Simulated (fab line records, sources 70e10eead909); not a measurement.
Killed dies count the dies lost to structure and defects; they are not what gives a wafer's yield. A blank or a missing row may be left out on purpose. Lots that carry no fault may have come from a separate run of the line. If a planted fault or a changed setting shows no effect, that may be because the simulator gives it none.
A lot that was struck, set against a sound lot || flow nand harc || 13 steps out of a route of 1302
Sound: these wafers, L921.2, L921.4, L921.6. Struck: wafer L926.5 (left out: L926.2, L926.6 of the same lot, which were not struck); the cause appears at the end.
Each step with rows lists, per side, the tool, then ch with its chambers, then its first start. Under that, the readings that differ: sound wafers || struck wafers || difference of the means || sigmas: that difference in standard deviations of wafers without a fault.
alike: readings whose means differ by less than 2 such deviations, and words and numbers that are the same on both sides. not compared: withheld readings, readings that some wafer has no value for, bounds like >300 that may hide the same value, and numbers for which the record gives no deviation and whose values overlap.
A row with sigmas, a row that says differs or no value, or rows on one side alone: a step with any of these is where the two part. Non-overlapping numbers with no deviation appear without sigmas and do not part them. Lack of a reading on every wafer of one side parts them only where that side has two or more wafers.

NHARC_A_CHANNEL_FILL_D1_ALD_16: deposits SiO2, target thk 1.5 nm, pulse time 10 s, ald cycles 15.
  sound on ald hk-02 ch 0,1,2, day 13 16:58; struck on ald hk-03 ch 3, day 15 18:38
  alike: heater power w, precursor pulse height rel
then, 3 steps without rows for these wafers: NHARC_A_CHANNEL_FILL_D1_ANNEAL_17 (time 1800 s); NHARC_A_CHANNEL_FILL_D1_CVD_18 (deposits poly-Si, target thk 3 nm); NHARC_A_CHANNEL_FILL_D1_ETCHBACK_19 (etches the open film in HBr/Cl2, target depth 5 nm, time 1.7 s).
NHARC_A_CHANNEL_FILL_D1_ETCHBACK_20: etches the open film in C4F8/O2/Ar, target depth 27 nm, time 13.5 s.
  sound on rie diel-02 ch 2,3, day 14 05:08; struck on rie diel-02 ch 3, day 16 06:41
{"reading": "oes product au (a.u.)", "sound": "1.02 1.00 1.00", "struck": 0.92, "difference": -0.09, "sigmas": -2}
  alike: rf fwd power W, rf vpp V, run length s
  not compared: rf hours counter h
NHARC_A_CHANNEL_FILL_D1_STRIP_28: strips in O2, time 20 s.
  sound on rie diel-02 ch 2,3, day 14 05:13; struck on rie diel-02 ch 3, day 16 06:46
  alike: drypump motor current A, oes product au, rf vpp V, showerhead plenum p Torr, throttle valve pct
  not compared: rf hours counter h
then, 4 steps without rows for these wafers: NHARC_A_CHANNEL_FILL_D1_PRECLEAN_21 (cleans in dHF, time 30 s); NHARC_A_CHANNEL_FILL_D1_SRD_23; NHARC_A_CHANNEL_FILL_D1_CVD_05 (deposits poly-Si, target thk 5 nm); NHARC_A_CHANNEL_FILL_D1_ANNEAL_22 (time 7200 s).
NHARC_A_CHANNEL_FILL_D1_ALD_25: deposits SiOx, target thk 60 nm, pulse time 10 s, ald cycles 600.
  sound on ald hk-02 ch 1,2,3, day 14 17:13; struck on ald hk-03 ch 0, day 16 21:13
{"reading": "precursor pulse height rel", "sound": "0.984 0.977 0.997", "struck": 1.028, "difference": "+0.042", "sigmas": "+2"}
  alike: heater power w
NHARC_A_CHANNEL_FILL_D1_ETCHBACK_08: etches the open film in C4F8, target depth 220 nm, time 110 s.
  sound on rie diel-11 ch 2, day 14 22:44; struck on rie diel-11 ch 0, day 17 00:20
{"reading": "oes product au (a.u.)", "sound": "1.00 1.00 1.00", "struck": 0.92, "difference": -0.08, "sigmas": -2}
{"reading": "run length s (s)", "sound": "131.0 131.3 131.2", "struck": 285.3, "difference": "+154.1", "sigmas": "+99 or more"}
  alike: rf fwd power W, rf vpp V
  not compared: rf hours counter h
NHARC_A_CHANNEL_FILL_D1_STRIP_29: strips in O2, time 20 s.
  sound on rie diel-11 ch 1,2, day 14 22:59; struck on rie diel-11 ch 2
{"reading": "rf vpp V (V)", "sound": "58.9 58.4 58.8", "struck": 55.9, "difference": -2.8, "sigmas": -3}
  alike: drypump motor current A, oes product au, showerhead plenum p Torr, throttle valve pct
  not compared: rf hours counter h

WHERE THEY PART
Last at NHARC_A_CHANNEL_FILL_D1_STRIP_29 as far as this record goes, first at NHARC_A_CHANNEL_FILL_D1_ETCHBACK_20.

WHY: the cause the simulator had injected
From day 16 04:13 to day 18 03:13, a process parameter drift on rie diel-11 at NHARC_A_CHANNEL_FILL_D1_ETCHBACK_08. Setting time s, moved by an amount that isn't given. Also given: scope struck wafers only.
